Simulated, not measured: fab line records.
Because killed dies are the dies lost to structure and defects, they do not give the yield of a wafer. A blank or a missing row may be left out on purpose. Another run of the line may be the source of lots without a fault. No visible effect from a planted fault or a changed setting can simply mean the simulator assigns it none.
Matching of chambers | flow n5 finfet | 4 sister chambers for N5_BEOL_M13_DESCUM_33 on rie diel-06
The step chemistry O2, time 7.9 s. 8 wafers are shown with their chamber, then 12 later ones without.

## WAFERS PAIRED WITH THEIR CHAMBERS
wafer  | chamber | showerhead plenum p Torr (Torr) | throttle valve pct (%)
L078.1 | 3       | 1.93                            | 20.25
L084.6 | 1       | 2.13                            | 20.05
L082.4 | 1       | 2.13                            | 20.05
L082.6 | 3       | 1.92                            | 20.28
L083.4 | 2       | 2.14                            | 20.23
L090.1 | 0       | 2.03                            | 19.90
L090.4 | 2       | 2.13                            | 20.25
L090.5 | 0       | 2.03                            | 19.89

## WAFERS MISSING THEIR CHAMBER
wafer  | showerhead plenum p Torr (Torr) | throttle valve pct (%)
L095.1 | 2.12                            | 20.09
L095.4 | 2.02                            | 19.89
L095.6 | 2.12                            | 20.08
L086.3 | 2.12                            | 20.08
L086.4 | 1.92                            | 20.31
L086.5 | 2.13                            | 20.25
L094.1 | 2.02                            | 19.90
L094.4 | 1.91                            | 20.32
L094.6 | 2.12                            | 20.09
L096.3 | 1.91                            | 20.33
L096.4 | 2.12                            | 20.08
L096.5 | 2.12                            | 20.09

## THE CHAMBER EACH PASSED THROUGH
wafer  | from the rows above | in truth
L095.1 | 1                   | 1
L095.4 | 0                   | 0
L095.6 | 1                   | 1
L086.3 | 1                   | 1
L086.4 | 3                   | 3
L086.5 | 2                   | 2
L094.1 | 0                   | 0
L094.4 | 3                   | 3
L094.6 | 1                   | 1
L096.3 | 3                   | 3
L096.4 | 1                   | 1
L096.5 | 1                   | 1
Correctly placed: 12 of 12. Not placeable from these rows: 0. Placed wrongly: 0.
How it was worked out, from the rows above alone: a wafer's distance from a chamber is the root of the sum, over the readings, of the square of ((its reading less the chamber's mean) divided by the reading's scatter). If the next closest chamber is less than 2 further off than the closest, the wafer can't be placed; otherwise it belongs to the closest. For every chamber, the mean is computed from those of its wafers that are shown. The scatter is the square root of a quotient: the sum, over the shown wafers, of each reading's squared deviation from its chamber's mean, divided by wafers minus chambers.
